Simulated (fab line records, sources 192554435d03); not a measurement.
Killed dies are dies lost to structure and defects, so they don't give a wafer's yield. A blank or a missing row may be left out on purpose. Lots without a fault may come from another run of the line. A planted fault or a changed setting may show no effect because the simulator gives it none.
fab line records | flow n5_finfet
record lots=24 wafers=72 last_day=17
route steps=1938 shown BEOL_M7@1280 BEOL_M8@1336
lots that met no fault: from a run of the same line without faults
start_h: hours from the record's first day to the start of the lot's first wafer shown | wait_h: hours since the lot's step before | " the same as in the row above | L1.1+2: a row that stands for several wafers | - no value, or no start given | * or withheld: withheld | < > ~ a bound
route shown NAME@n: a module of which the file shows steps, and the number in the route of the first | usual: mean/standard deviation of fault-free wafers | same: alike in all rows | chamber/n: place in a boat | sites: the reading at each site | _std_site: their standard deviation | _edge_site: outer sites' mean less inner sites' | radius_mm: how far each site lies from the wafer's centre | mask NAME#n: copy n | behind: the tool/chamber that last shaped the wafer | hold: why the lot was held/for how many hours/how that ended | device: the transistor (n, p or np) that didn't switch | end of line: the same wafers' tests at the end of the route | a step without rows: its recipe alone | killed: dies lost to structure and defects at the first sort, not the wafer's yield | map: a wafer's dies, x killed, . not, _ none there
set.NAME: the setting as run; set.NAME@STEP: as run at that earlier step | model.NAME: the simulator's own value behind a step, which no gauge read
steps of the route over a sample of lots; a table a step, a row a wafer
services: from which hour (start_h, from the record's first day; less than 0 if before it) a tool's chamber was out of use, for how many hours, and why
## steps
# step N5_BEOL_M7_ETCH_61
# recipe chemistry=CF4 target=SiARC target_depth_a=455 mask_material=CAR-ArF time_s=75.8 ion_energy_ev=80 pressure_mtorr=40 source_w=545 bias_w=36 Ar_flow_sccm=100 cf4_flow_sccm=100 ends=cleared
# usual cf4_flow_sccm=100.1/0.33 drypump_motor_current_A=5.8/0.42 etch_rf_on_time_s=75.5/1.6 oes_product_au=0.67/0.076 rf_vpp_V=184.1/0.99 showerhead_plenum_p_Torr=2.16/0.052 throttle_valve_pct=15.74/0.29
# columns lot.wafer tool chamber start_h wait_h cf4_flow_sccm drypump_motor_current_A etch_rf_on_time_s oes_product_au rf_hours_counter_h rf_vpp_V showerhead_plenum_p_Torr throttle_valve_pct
L074.2 rie_diel-05 3 187.02 0.0 99.4 5.8 77.3 0.64 171 184.1 2.23 16.01
L074.3 " 2 " " 100.0 5.9 73.3 0.69 102 184.0 2.16 15.65
L074.5 " 3 " " 99.4 5.8 76.9 0.63 - 184.2 2.23 16.01
L075.3 rie_diel-05 3 189.06 0.0 100.5 5.9 78.3 0.63 172 183.5 2.23 16.01
L075.4 " 1 " " 100.8 5.8 75.9 0.73 43 182.2 2.11 15.42
L075.6 " 0 " " 100.1 5.0 76.4 0.67 - 183.2 2.15 15.93
L077.1 rie_diel-02 0 206.50 0.1 100.2 6.1 75.1 0.58 264 183.8 2.20 16.03
L077.3 " 0 " " 100.4 6.1 75.9 0.58 - 185.2 2.19 16.02
L077.4 " 0 " " 100.3 6.1 75.5 0.57 - 183.9 2.20 16.03
L076.3 rie_diel-04 3 209.73 0.0 99.7 5.4 74.5 0.75 39 183.3 2.18 15.34
L076.4 " 0 " " 99.9 5.4 72.4 0.67 139 183.7 2.06 15.54
L076.6 " 1 " " 100.5 6.4 74.6 0.74 - 183.9 2.17 15.65
L078.1 rie_diel-04 2 211.90 0.0 100.4 5.3 73.4 0.80 12 184.8 2.19 15.28
L078.3 " 0 " " 99.9 5.4 74.0 0.66 139 181.7 2.06 15.55
L078.5 " 3 " " 100.0 5.4 74.8 0.75 - 185.1 2.18 15.34
L079.1 rie_diel-04 3 231.01 0.0 99.8 5.4 74.9 0.74 46 184.5 2.17 15.35
L079.4 " 2 " " 100.4 5.2 74.4 0.79 18 184.6 2.19 15.27
L079.6 " 2 " " 100.5 5.3 74.4 0.78 - 184.6 2.19 15.28
L081.1 rie_diel-05 0 231.63 0.0 99.9 5.0 76.0 0.66 143 183.2 2.14 15.96
L081.2 " 1 " " 100.0 5.8 75.9 0.72 54 184.5 2.10 15.45
L081.3 " 3 " " 99.5 5.8 78.6 0.62 187 185.2 2.22 16.03
L080.1 rie_diel-05 1 234.40 0.0 99.6 5.8 75.7 0.72 56 182.7 2.10 15.45
L080.2 " 3 " " 99.7 5.8 77.9 0.62 188 183.9 2.22 16.02
L080.4 " 3 " " 99.8 5.8 78.0 0.62 - 184.5 2.22 16.03
L082.2 rie_diel-02 2 238.11 0.0 100.3 5.9 77.7 0.62 160 184.8 2.15 16.03
L082.4 " 3 " " 100.1 5.7 75.3 0.57 - 182.7 2.10 16.00
L082.6 " 2 " " 100.2 6.0 78.0 0.61 - 184.7 2.15 16.02
L083.3 rie_diel-02 3 254.36 0.0 98.6 5.7 75.9 0.57 268 183.9 2.09 16.02
L083.5 " 0 " " 100.5 6.0 76.4 0.57 - 184.4 2.19 16.06
L083.6 " 2 " " 99.9 6.0 77.3 0.62 - 183.9 2.15 16.04
L084.3 rie_diel-02 2 261.74 0.0 100.2 6.0 76.5 0.62 - 184.3 2.15 16.03
L084.4 " 3 " " 100.2 5.7 75.8 0.56 - 184.0 2.09 16.04
L084.5 " 3 " " 100.1 5.7 75.9 0.57 - 184.1 2.09 16.03
L085.3 rie_diel-04 2 266.32 0.0 100.6 5.3 72.6 0.78 28 184.7 2.19 15.29
L085.5 " 0 " " 99.9 5.4 72.8 0.65 - 182.5 2.06 15.57
L085.6 " 1 " " 99.7 6.5 73.0 0.73 - 184.5 2.16 15.67
L086.2 rie_diel-05 1 269.38 0.0 100.2 5.8 76.4 0.71 67 183.8 2.10 15.47
L086.3 " 2 " " 100.0 5.9 74.0 0.67 129 183.4 2.15 15.69
L086.5 " 1 " " 100.2 5.8 76.6 0.70 - 183.9 2.10 15.45
L088.3 rie_diel-05 0 279.27 0.0 99.7 5.0 75.1 0.67 157 183.4 2.14 15.99
L088.4 " 3 " " 99.6 5.9 77.9 0.61 202 184.4 2.22 16.07
L088.6 " 2 " " 100.5 5.9 72.8 0.67 - 183.1 2.15 15.70
L087.2 rie_diel-02 2 282.79 0.0 100.2 6.0 76.9 0.61 178 183.5 2.15 16.06
L087.3 " 1 " " 100.0 6.3 76.7 0.82 4 185.9 2.26 15.35
L087.4 " 2 " " 100.1 6.0 76.6 0.61 - 183.2 2.14 16.04
L090.3 rie_diel-02 1 286.78 0.0 100.4 6.3 76.2 0.82 5 185.0 2.26 15.35
L090.4 " 1 " " 99.9 6.3 76.3 0.82 - 185.5 2.26 15.32
L090.5 " 3 " " 100.0 5.7 75.3 0.56 - 182.8 2.09 16.05
L089.4 rie_diel-04 0 287.36 0.0 99.8 5.4 72.3 0.65 160 182.3 2.05 15.59
L089.5 " 0 " " 99.8 5.4 72.0 0.66 - 181.8 2.05 15.59
L089.6 " 3 " " 99.9 5.4 74.5 0.73 - 185.2 2.17 15.39
L091.1 rie_diel-02 3 295.71 0.0 100.8 5.7 76.1 0.56 283 185.2 2.09 16.05
L091.2 " 2 " " 99.6 5.9 76.8 0.61 182 184.7 2.14 16.05
L091.5 " 3 " " 100.6 5.7 76.0 0.56 - 183.0 2.09 16.05
L093.1 rie_diel-02 0 308.26 0.0 100.6 6.1 74.7 0.80 5 183.7 2.19 15.47
L093.2 " 1 " " 99.9 6.3 75.7 0.79 13 185.8 2.26 15.35
L093.3 " 2 " " 100.2 5.9 76.1 0.61 187 183.0 2.14 16.07
L092.1 rie_diel-02 1 312.47 0.0 100.0 6.3 77.1 0.79 15 187.1 2.26 15.37
L092.2 " 0 " " 100.5 6.1 76.1 0.79 6 183.9 2.19 15.50
L092.3 " 2 " " 100.1 5.9 76.6 0.61 189 183.8 2.14 16.08
L095.1 rie_diel-04 3 320.21 0.0 99.9 5.4 74.8 0.71 73 184.6 2.16 15.41
L095.2 " 1 " " 99.9 6.4 72.8 0.72 83 184.8 2.16 15.72
L095.3 " 0 " " 100.3 5.4 72.4 0.65 169 183.0 2.05 15.61
L097.1 rie_diel-05 0 322.40 0.0 99.8 5.0 77.1 0.65 169 185.7 2.13 16.03
L097.3 " 1 " " 99.9 5.8 76.6 0.69 82 183.6 2.09 15.51
L097.6 " 0 " " 99.7 5.0 77.2 0.65 - 184.2 2.13 16.01
L094.2 rie_diel-04 3 322.57 0.0 100.5 5.4 76.2 0.71 73 184.7 2.16 15.40
L094.4 " 2 " " 100.1 5.2 73.7 0.75 46 184.1 2.18 15.31
L094.5 " 1 " " 99.7 6.4 74.4 0.70 - 185.2 2.16 15.70
L096.2 rie_diel-05 2 323.03 0.0 100.3 5.9 74.3 0.65 144 182.5 2.15 15.75
L096.3 " 1 " " 99.9 5.8 76.5 0.68 82 183.2 2.09 15.50
L096.4 " 3 " " 100.1 5.9 78.4 0.60 214 184.9 2.21 16.09
# step N5_BEOL_M7_CD_MEAS_18
# recipe pitch_nm=80 target_cd_nm=40
# usual cd_nm=40.2/0.59
# columns lot.wafer tool chamber start_h wait_h cd_nm
L074.2 cd_sem-02 - 187.47 0.1 39.5
L074.3 " - " " 39.9
L074.5 " - " " 40.4
L075.3 cd_sem-02 - 189.58 0.1 40.7
L075.4 " - " " 41.1
L075.6 " - " " 40.8
L077.1 cd_sem-02 - 207.40 0.0 40.2
L077.3 " - " " 40.6
L077.4 " - " " 40.7
L076.3 cd_sem-01 - 210.16 0.1 40.3
L076.4 " - " " 41.8
L076.6 " - " " 40.5
L078.1 cd_sem-02 - 212.33 0.0 39.5
L078.3 " - " " 39.5
L078.5 " - " " 39.6
L079.1 cd_sem-02 - 231.59 0.0 41.3
L079.4 " - " " 40.4
L079.6 " - " " 40.6
L081.1 cd_sem-02 - 232.19 0.1 40.6
L081.2 " - " " 38.9
L081.3 " - " " 40.1
L080.1 cd_sem-02 - 235.17 0.0 39.8
L080.2 " - " " 40.4
L080.4 " - " " 40.3
L082.2 cd_sem-03 - 238.64 0.1 40.6
L082.4 " - " " 40.6
L082.6 " - " " 41.1
L083.3 cd_sem-02 - 254.78 0.1 40.9
L083.5 " - " " 40.4
L083.6 " - " " 40.9
L084.3 cd_sem-02 - 262.28 0.1 41.3
L084.4 " - " " 41.2
L084.5 " - " " 41.5
L085.3 cd_sem-02 - 266.79 0.1 41.5
L085.5 " - " " 40.4
L085.6 " - " " 40.3
L086.2 cd_sem-02 - 269.88 0.1 40.5
L086.3 " - " " 39.7
L086.5 " - " " 40.1
L088.3 cd_sem-02 - 279.70 0.1 40.0
L088.4 " - " " 39.5
L088.6 " - " " 39.4
L087.2 cd_sem-03 - 283.32 0.1 39.9
L087.3 " - " " 39.9
L087.4 " - " " 40.1
L090.3 cd_sem-03 - 287.35 0.1 39.6
L090.4 " - " " 39.3
L090.5 " - " " 40.0
L089.4 cd_sem-03 - 287.82 0.1 40.9
L089.5 " - " " 40.1
L089.6 " - " " 39.6
L091.1 cd_sem-03 - 296.13 0.0 40.3
L091.2 " - " " 40.1
L091.5 " - " " 39.5
L093.1 cd_sem-03 - 308.68 0.0 40.5
L093.2 " - " " 40.0
L093.3 " - " " 40.8
L092.1 cd_sem-03 - 313.01 0.0 39.1
L092.2 " - " " 39.8
L092.3 " - " " 40.4
L095.1 cd_sem-02 - 320.66 0.0 39.0
L095.2 " - " " 40.1
L095.3 " - " " 40.3
L097.1 cd_sem-02 - 322.83 0.0 40.8
L097.3 " - " " 40.2
L097.6 " - " " 40.1
L094.2 cd_sem-02 - 323.03 0.1 39.7
L094.4 " - " " 39.9
L094.5 " - " " 40.0
L096.2 cd_sem-03 - 323.45 0.1 39.9
L096.3 " - " " 38.9
L096.4 " - " " 39.6
# step N5_BEOL_M7_ETCH_72
# recipe chemistry=N2/H2 target=underlayer target_depth_a=65 mask_material=CAR-EUV time_s=5.2 ion_energy_ev=200 pressure_mtorr=30 source_w=840 bias_w=150 n2_flow_sccm=200 h2_flow_sccm=200 ends=cleared
# usual drypump_motor_current_A=5.8/0.42 etch_rf_on_time_s=5.18/0.12 h2_flow_sccm=200.0/0.61 oes_product_au=0.68/0.077 rf_vpp_V=524.1/2.2 showerhead_plenum_p_Torr=2.56/0.071 throttle_valve_pct=18.0/0.32
# columns lot.wafer tool chamber start_h wait_h drypump_motor_current_A etch_rf_on_time_s h2_flow_sccm oes_product_au rf_hours_counter_h rf_vpp_V showerhead_plenum_p_Torr throttle_valve_pct
L074.2 rie_diel-02 0 188.08 0.0 6.1 5.18 199.9 0.58 255 526.0 2.59 18.1
L074.3 " 1 " " 6.3 5.48 199.9 0.56 - 520.2 2.40 18.2
L074.5 " 1 " " 6.3 5.48 199.8 0.56 - 518.8 2.40 18.3
L075.3 rie_diel-05 2 190.41 0.0 5.9 5.07 199.8 0.69 104 525.0 2.56 17.9
L075.4 " 0 " " 5.0 5.29 200.7 0.67 - 521.4 2.56 18.3
L075.6 " 2 " " 5.9 5.08 199.3 0.69 - 526.3 2.56 17.9
L077.1 rie_diel-04 2 208.29 0.0 5.3 4.99 199.5 0.82 11 523.2 2.61 17.6
L077.3 " 3 " " 5.4 5.08 200.8 0.76 39 524.6 2.59 17.7
L077.4 " 1 " " 6.4 5.05 201.2 0.74 53 527.3 2.56 17.8
L076.3 rie_diel-04 2 210.64 0.0 5.3 5.01 200.1 0.79 11 525.8 2.61 17.6
L076.4 " 0 " " 5.4 4.98 200.2 0.66 139 523.1 2.45 18.0
L076.6 " 3 " " 5.4 5.11 198.9 0.76 - 524.9 2.59 17.6
L078.1 rie_diel-02 0 213.98 0.0 6.1 5.24 199.9 0.57 268 525.5 2.59 18.1
L078.3 " 3 " " 5.7 5.16 199.5 0.58 251 520.0 2.52 18.4
L078.5 " 3 " " 5.7 5.12 200.0 0.58 - 524.6 2.52 18.4
L079.1 rie_diel-05 0 232.34 0.0 5.0 5.20 199.4 0.67 143 524.3 2.55 18.3
L079.4 " 1 " " 5.9 5.19 199.8 0.71 55 520.7 2.47 17.5
L079.6 " 2 " " 5.9 5.00 199.8 0.68 - 524.3 2.55 18.0
L081.1 rie_diel-04 3 233.51 0.0 5.4 5.07 200.3 0.75 47 523.8 2.59 17.7
L081.2 " 1 " " 6.4 5.07 200.4 0.74 60 524.7 2.56 17.8
L081.3 " 2 " " 5.2 5.03 200.5 0.79 20 526.6 2.61 17.6
L080.1 rie_diel-02 2 237.02 0.0 6.0 5.27 200.6 0.63 160 523.2 2.55 18.4
L080.2 " 3 " " 5.7 5.11 199.3 0.58 260 522.0 2.51 18.4
L080.4 " 2 " " 6.0 5.29 200.1 0.62 - 523.6 2.55 18.4
L082.2 rie_diel-05 2 240.96 0.0 5.9 5.11 201.4 0.67 119 522.8 2.55 17.9
L082.4 " 1 " " 5.8 5.20 200.3 0.71 58 519.9 2.47 17.5
L082.6 " 0 " " 5.0 5.30 198.9 0.66 - 524.2 2.55 18.3
L083.3 rie_diel-02 3 257.42 0.0 5.7 5.19 199.9 0.57 269 523.5 2.51 18.4
L083.5 " 3 " " 5.7 5.18 200.2 0.57 - 523.7 2.51 18.4
L083.6 " 2 " " 6.0 5.23 200.4 0.62 - 521.9 2.54 18.4
L084.3 rie_diel-04 1 262.97 0.0 6.5 5.11 200.2 0.72 67 525.5 2.56 17.8
L084.4 " 3 " " 5.4 5.15 200.2 0.72 55 522.8 2.58 17.7
L084.5 " 2 " " 5.3 5.08 200.9 0.76 - 525.5 2.60 17.6
L085.3 rie_diel-04 2 267.93 0.0 5.3 5.07 199.7 0.78 29 525.7 2.60 17.6
L085.5 " 1 " " 6.4 5.11 199.4 0.73 - 526.0 2.55 17.8
L085.6 " 2 " " 5.3 5.11 199.9 0.76 - 524.3 2.60 17.6
L086.2 rie_diel-02 1 274.33 0.0 6.3 5.32 199.9 0.84 0 529.5 2.73 17.7
L086.3 " 2 " " 6.0 5.30 199.3 0.61 174 523.6 2.54 18.4
L086.5 " 2 " " 5.9 5.28 198.5 0.62 - 522.1 2.54 18.4
L088.3 rie_diel-04 1 280.86 0.0 6.4 5.07 200.2 0.72 72 526.2 2.55 17.8
L088.4 " 0 " " 5.4 4.95 199.7 0.65 158 520.1 2.45 18.1
L088.6 " 2 " " 5.2 5.00 200.3 0.77 - 521.9 2.60 17.6
L087.2 rie_diel-05 3 286.16 0.0 5.8 5.38 199.7 0.61 204 525.0 2.63 18.4
L087.3 " 1 " " 5.8 5.18 200.5 0.71 72 521.6 2.46 17.6
L087.4 " 0 " " 5.0 5.22 200.5 0.66 159 522.9 2.55 18.4
L089.4 rie_diel-05 2 290.11 0.0 5.9 5.06 199.0 0.66 136 523.8 2.54 18.0
L089.5 " 0 " " 5.0 5.26 199.7 0.66 - 524.4 2.55 18.4
L089.6 " 1 " " 5.8 5.25 199.3 0.68 - 520.9 2.46 17.6
L090.3 rie_diel-04 0 290.28 0.0 5.4 5.08 198.8 0.65 160 521.4 2.45 18.1
L090.4 " 2 " " 5.2 5.07 200.1 0.77 35 525.4 2.60 17.6
L090.5 " 2 " " 5.3 5.10 199.7 0.76 - 522.9 2.60 17.6
L091.1 rie_diel-04 1 298.04 0.0 6.5 5.09 200.3 0.71 77 525.1 2.55 17.8
L091.2 " 3 " " 5.4 5.18 200.4 0.71 65 522.2 2.58 17.7
L091.5 " 0 " " 5.4 4.98 200.0 0.65 - 520.3 2.45 18.1
L093.1 rie_diel-02 2 310.96 0.0 5.9 5.30 200.4 0.60 188 524.6 2.53 18.4
L093.2 " 0 " " 6.1 5.20 199.8 0.79 6 524.5 2.58 17.6
L093.3 " 1 " " 6.3 5.26 200.6 0.78 14 527.8 2.73 17.8
L092.1 rie_diel-02 1 315.44 0.0 6.3 5.20 199.1 0.79 16 529.0 2.73 17.8
L092.2 " 2 " " 6.0 5.22 199.0 0.60 190 524.5 2.53 18.4
L092.3 " 0 " " 6.1 5.12 200.8 0.81 7 525.4 2.58 17.6
L095.1 rie_diel-02 0 321.56 0.0 6.1 5.20 200.6 0.78 10 524.4 2.58 17.6
L095.2 " 2 " " 6.0 5.26 197.9 0.60 192 523.5 2.53 18.4
L095.3 " 1 " " 6.3 5.35 200.7 0.79 18 527.0 2.72 17.8
L097.1 rie_diel-05 2 324.71 0.0 5.9 5.06 199.3 0.65 145 525.4 2.54 18.0
L097.3 " 1 " " 5.8 5.25 199.8 0.69 83 519.9 2.46 17.6
L097.6 " 0 " " 5.0 5.30 199.7 0.64 - 525.2 2.54 18.4
L094.2 rie_diel-02 0 324.84 0.0 6.1 5.19 200.3 0.78 11 523.4 2.58 17.6
L094.4 " 1 " " 6.3 5.31 199.7 0.78 19 530.3 2.73 17.8
L094.5 " 1 " " 6.3 5.24 200.0 0.78 - 527.4 2.73 17.8
L096.2 rie_diel-05 1 325.11 0.0 5.9 5.28 201.2 0.69 83 521.1 2.46 17.6
L096.3 " 0 " " 5.0 5.38 200.7 0.63 170 523.6 2.54 18.4
L096.4 " 2 " " 6.0 5.14 199.5 0.65 145 524.5 2.54 18.0
# step N5_BEOL_M7_ALD_77
# recipe material=TaN target_thk_a=20 temp_c=275 ald_precursor_family=PDMAT ald_co_reactant=NH3 pressure_torr=3 carrier_flow_sccm=1500 pulse_time_s=2 purge_time_s=3 co_reactant_purge_time_s=2 co_reactant_pulse_time_s=3 ald_cycles=40 precursor_vessel_temp_c=75 precursor_vessel_pressure_torr=26.25 precursor_vessel_carrier_sccm=1000
# usual heater_power_w=442/63
# same purge_time_s=3
# columns lot.wafer tool chamber start_h wait_h heater_power_w
L074.2 ald_metal-04 3 190.45 0.0 390
L074.3 " 2 " " 475
L074.5 " 0 " " 398
L075.3 ald_metal-02 0 191.77 0.2 429
L075.4 " 3 " " 390
L075.6 " 2 " " 412
L077.1 ald_metal-04 3 210.86 0.1 373
L077.3 " 0 " " 398
L077.4 " 1 " " 578
L076.3 ald_metal-04 2 211.68 0.0 458
L076.4 " 3 " " 365
L076.6 " 0 " " 409
L078.1 ald_metal-03 2 215.15 0.1 431
L078.3 " 1 " " 391
L078.5 " 3 " " 464
L079.1 ald_metal-04 0 234.24 0.0 397
L079.4 " 2 " " 472
L079.6 " 2 " " 463
L081.1 ald_metal-02 3 234.63 0.1 398
L081.2 " 2 " " 407
L081.3 " 0 " " 432
L080.1 ald_metal-04 1 238.29 0.0 568
L080.2 " 2 " " 462
L080.4 " 0 " " 401
L082.2 ald_metal-04 1 242.30 0.3 564
L082.4 " 3 " " 371
L082.6 " 3 " " 371
L083.3 ald_metal-03 2 258.74 0.0 420
L083.5 " 3 " " 463
L083.6 " 2 " " 432
L084.3 ald_metal-03 2 265.23 0.0 432
L084.4 " 1 " " 381
L084.5 " 2 " " 430
L085.3 ald_metal-04 2 269.31 0.1 461
L085.5 " 0 " " 396
L085.6 " 1 " " 558
L086.2 ald_metal-04 3 275.60 0.1 371
L086.3 " 0 " " 400
L086.5 " 1 " " 545
L088.3 ald_metal-04 1 282.56 0.2 562
L088.4 " 0 " " 392
L088.6 " 1 " " 556
L087.2 ald_metal-03 0 287.18 0.0 524
L087.3 " 2 " " 431
L087.4 " 1 " " 387
L089.4 ald_metal-04 0 291.31 0.2 388
L089.5 " 0 " " 405
L089.6 " 1 " " 554
L090.3 ald_metal-03 0 291.52 0.2 519
L090.4 " 2 " " 423
L090.5 " 3 " " 465
L091.1 ald_metal-02 1 299.27 0.1 380
L091.2 " 3 " " 395
L091.5 " 1 " " 374
L093.1 ald_metal-04 0 312.32 0.1 411
L093.2 " 1 " " 565
L093.3 " 3 " " 371
L092.1 ald_metal-03 2 317.64 0.1 433
L092.2 " 3 " " 458
L092.3 " 1 " " 380
L095.1 ald_metal-04 1 324.80 0.0 566
L095.2 " 0 " " 401
L095.3 " 3 " " 373
L097.1 ald_metal-04 1 325.84 0.1 571
L097.3 " 0 " " 400
L097.6 " 1 " " 551
L094.2 ald_metal-02 2 325.92 0.0 401
L094.4 " 0 " " 442
L094.5 " 1 " " 382
L096.2 ald_metal-03 3 326.13 0.0 472
L096.3 " 2 " " 418
L096.4 " 1 " " 389
# step N5_BEOL_M7_ANNEAL_51
# recipe temp_c=225 time_s=90 ambient=N2
# usual anneal_temp_c=225.03/0.14 wafer_temp_C_max=226.8/0.35
# columns lot.wafer tool chamber start_h wait_h anneal_temp_c wafer_temp_C_max
L074.2 rtp_anneal-02 0 191.49 0.1 225.13 226.4
L074.3 " 0 " " 224.72 227.4
L074.5 " 0 " " 224.90 226.7
L075.3 rtp_anneal-01 0 192.81 0.1 225.19 227.8
L075.4 " 0 " " 225.13 226.7
L075.6 " 0 " " 225.19 226.4
L077.1 rtp_anneal-02 0 211.77 0.1 224.88 226.5
L077.3 " 0 " " 224.97 227.1
L077.4 " 0 " " 224.99 227.0
L076.3 rtp_anneal-01 0 212.44 0.1 224.89 226.2
L076.4 " 0 " " 224.86 226.4
L076.6 " 0 " " 224.91 226.5
L078.1 rtp_anneal-02 0 216.30 0.2 225.09 226.8
L078.3 " 0 " " 225.22 227.2
L078.5 " 0 " " 224.97 227.0
L079.1 rtp_anneal-02 0 235.15 0.2 225.02 226.5
L079.4 " 0 " " 225.10 227.4
L079.6 " 0 " " 225.35 226.8
L081.1 rtp_anneal-02 0 237.21 0.1 224.95 227.2
L081.2 " 0 " " 225.28 227.3
L081.3 " 0 " " 225.23 226.6
L080.1 rtp_anneal-02 0 241.08 0.2 225.24 226.7
L080.2 " 0 " " 225.24 226.9
L080.4 " 0 " " 225.29 227.0
L082.2 rtp_anneal-02 0 243.59 0.6 225.07 226.6
L082.4 " 0 " " 225.30 227.3
L082.6 " 0 " " 225.17 227.0
L083.3 rtp_anneal-01 0 259.65 0.1 224.93 226.6
L083.5 " 0 " " 224.92 226.3
L083.6 " 0 " " 225.04 227.2
L084.3 rtp_anneal-02 0 266.09 0.1 224.85 226.5
L084.4 " 0 " " 225.05 226.7
L084.5 " 0 " " 224.89 226.5
L085.3 rtp_anneal-02 0 270.27 0.2 225.24 226.6
L085.5 " 0 " " 225.08 227.2
L085.6 " 0 " " 225.10 226.6
L086.2 rtp_anneal-02 0 276.94 0.6 225.09 226.5
L086.3 " 0 " " 225.06 226.8
L086.5 " 0 " " 225.03 226.5
L088.3 rtp_anneal-02 0 283.66 0.3 225.13 227.1
L088.4 " 0 " " 224.97 227.4
L088.6 " 0 " " 225.14 227.3
L087.2 rtp_anneal-01 0 288.39 0.1 225.06 227.1
L087.3 " 0 " " 224.97 227.0
L087.4 " 0 " " 224.92 227.3
L089.4 rtp_anneal-01 0 293.45 1.3 225.01 226.8
L089.5 " 0 " " 224.89 226.5
L089.6 " 0 " " 224.99 226.8
L090.3 rtp_anneal-02 0 293.80 1.6 224.86 226.4
L090.4 " 0 " " 224.86 226.7
L090.5 " 0 " " 225.18 227.0
L091.1 rtp_anneal-01 0 299.94 0.1 225.14 226.4
L091.2 " 0 " " 224.76 227.3
L091.5 " 0 " " 224.91 226.9
L093.1 rtp_anneal-02 0 313.99 0.8 225.18 226.8
L093.2 " 0 " " 224.98 226.7
L093.3 " 0 " " 225.26 226.6
L092.1 rtp_anneal-02 0 318.74 0.2 225.14 227.2
L092.2 " 0 " " 224.98 226.8
L092.3 " 0 " " 225.06 227.0
L095.1 rtp_anneal-01 0 325.89 0.2 224.63 226.8
L095.2 " 0 " " 225.09 227.2
L095.3 " 0 " " 224.86 226.8
L097.1 rtp_anneal-02 0 327.24 0.5 224.96 226.8
L097.3 " 0 " " 224.96 226.7
L097.6 " 0 " " 224.97 227.1
L094.2 rtp_anneal-01 0 327.53 0.7 225.04 226.4
L094.4 " 0 " " 224.87 226.2
L094.5 " 0 " " 225.03 226.9
L096.2 rtp_anneal-02 0 327.55 0.7 224.90 226.4
L096.3 " 0 " " 225.06 226.7
L096.4 " 0 " " 225.14 226.1
# step N5_BEOL_M8_HM_DEP_02
# recipe material=TiN target_thk_a=200 temp_c=25 chamber_pressure_pa=0.49996
# usual substrate_temp_c=24.97/0.1 throttle_valve_pct=30.0/1.2
# columns lot.wafer tool chamber start_h wait_h substrate_temp_c throttle_valve_pct
L074.2 pvd_sputter-02 - 193.41 0.6 24.87 28.1
L074.3 " - " " 24.89 28.5
L074.5 " - " " 24.90 30.0
L075.3 pvd_sputter-01 - 196.23 2.1 24.92 32.1
L075.4 " - " " 24.82 31.7
L075.6 " - " " 24.87 31.8
L077.1 pvd_sputter-03 - 214.61 1.4 24.94 30.1
L077.3 " - " " 25.10 30.8
L077.4 " - " " 24.99 29.4
L076.3 pvd_sputter-02 - 214.76 1.0 25.05 28.6
L076.4 " - " " 24.89 29.2
L076.6 " - " " 25.01 28.0
L078.1 pvd_sputter-01 - 219.25 1.3 25.09 31.9
L078.3 " - " " 24.93 30.8
L078.5 " - " " 24.95 32.3
L079.1 pvd_sputter-03 - 237.87 1.1 24.74 30.6
L079.4 " - " " 25.06 29.2
L079.6 " - " " 24.96 29.9
L081.1 pvd_sputter-02 - 240.77 2.1 25.07 28.8
L081.2 " - " " 25.01 29.2
L081.3 " - " " 24.88 27.8
L080.1 pvd_sputter-01 - 243.13 0.4 24.95 31.2
L080.2 " - " " 24.80 31.0
L080.4 " - " " 24.98 32.1
L082.2 pvd_sputter-03 - 246.02 1.0 24.87 29.6
L082.4 " - " " 25.06 30.8
L082.6 " - " " 24.91 30.4
L083.3 pvd_sputter-02 - 261.97 0.9 24.98 28.4
L083.5 " - " " 24.94 28.4
L083.6 " - " " 25.03 29.9
L084.3 pvd_sputter-03 - 268.71 1.3 25.04 30.6
L084.4 " - " " 25.12 29.5
L084.5 " - " " 24.92 30.7
L085.3 pvd_sputter-02 - 274.97 2.9 24.81 29.4
L085.5 " - " " 24.96 29.2
L085.6 " - " " 25.07 28.9
L086.2 pvd_sputter-03 - 278.88 0.6 24.83 30.1
L086.3 " - " " 25.14 30.9
L086.5 " - " " 24.73 30.6
L088.3 pvd_sputter-01 - 286.51 1.0 24.95 30.7
L088.4 " - " " 24.89 31.4
L088.6 " - " " 24.96 30.9
L087.2 pvd_sputter-02 - 290.75 1.0 25.07 27.9
L087.3 " - " " 24.89 29.6
L087.4 " - " " 24.81 29.1
L089.4 pvd_sputter-01 - 295.23 0.4 25.00 31.9
L089.5 " - " " 25.00 31.6
L089.6 " - " " 24.73 31.8
L090.3 pvd_sputter-03 - 298.74 3.6 25.21 29.5
L090.4 " - " " 24.79 29.6
L090.5 " - " " 24.91 30.2
L091.1 pvd_sputter-02 - 302.27 0.9 24.97 28.9
L091.2 " - " " 24.82 29.7
L091.5 " - " " 24.95 29.5
L093.1 pvd_sputter-03 - 316.11 0.4 25.13 30.4
L093.2 " - " " 25.04 30.4
L093.3 " - " " 24.96 29.4
L092.1 pvd_sputter-02 - 321.68 1.5 25.08 30.0
L092.2 " - " " 24.85 29.1
L092.3 " - " " 24.94 28.6
L095.1 pvd_sputter-02 - 327.35 0.0 25.06 29.7
L095.2 " - " " 25.04 28.9
L095.3 " - " " 24.92 28.0
L097.1 pvd_sputter-01 - 330.03 1.4 24.97 31.7
L097.3 " - " " 25.27 30.9
L097.6 " - " " 25.04 30.8
L094.2 pvd_sputter-01 - 330.13 1.2 24.99 32.1
L094.4 " - " " 24.92 31.6
L094.5 " - " " 25.05 30.7
L096.2 pvd_sputter-02 - 330.41 1.3 24.95 28.0
L096.3 " - " " 25.04 28.6
L096.4 " - " " 24.84 28.7
## services
# columns tool chamber start_h hours kind
ald_metal-02 - 168.03 1.5 repair
rie_diel-05 1 190.32 5.2 repair
ald_metal-04 - 200.52 0.5 repair
rie_diel-05 2 233.75 3.4 repair
ald_metal-03 - 235.33 6.0 pm
rtp_anneal-01 - 244.69 2.8 pm
rie_diel-02 1 255.03 - clean
rie_diel-02 1 255.03 - consumable_replace:focus_ring
rie_diel-02 1 255.03 - consumable_replace:showerhead
rie_diel-02 1 255.03 15.8 scheduled_down
rie_diel-02 1 255.03 15.8 vent_cycle
rie_diel-02 - 256.05 0.7 repair
rie_diel-02 0 260.26 18.6 repair
ald_metal-02 - 274.41 0.6 repair
rie_diel-02 0 278.93 - clean
rie_diel-02 0 278.93 - consumable_replace:focus_ring
rie_diel-02 0 278.93 18.1 scheduled_down
rie_diel-02 0 278.93 18.1 vent_cycle
ald_metal-02 - 283.85 14.6 pm
ald_metal-03 - 295.87 0.8 repair
rie_diel-02 3 297.04 - clean
rie_diel-02 3 297.04 - consumable_replace:focus_ring
rie_diel-02 3 297.04 21.5 scheduled_down
rie_diel-04 1 309.85 1.3 repair
## key
fault none
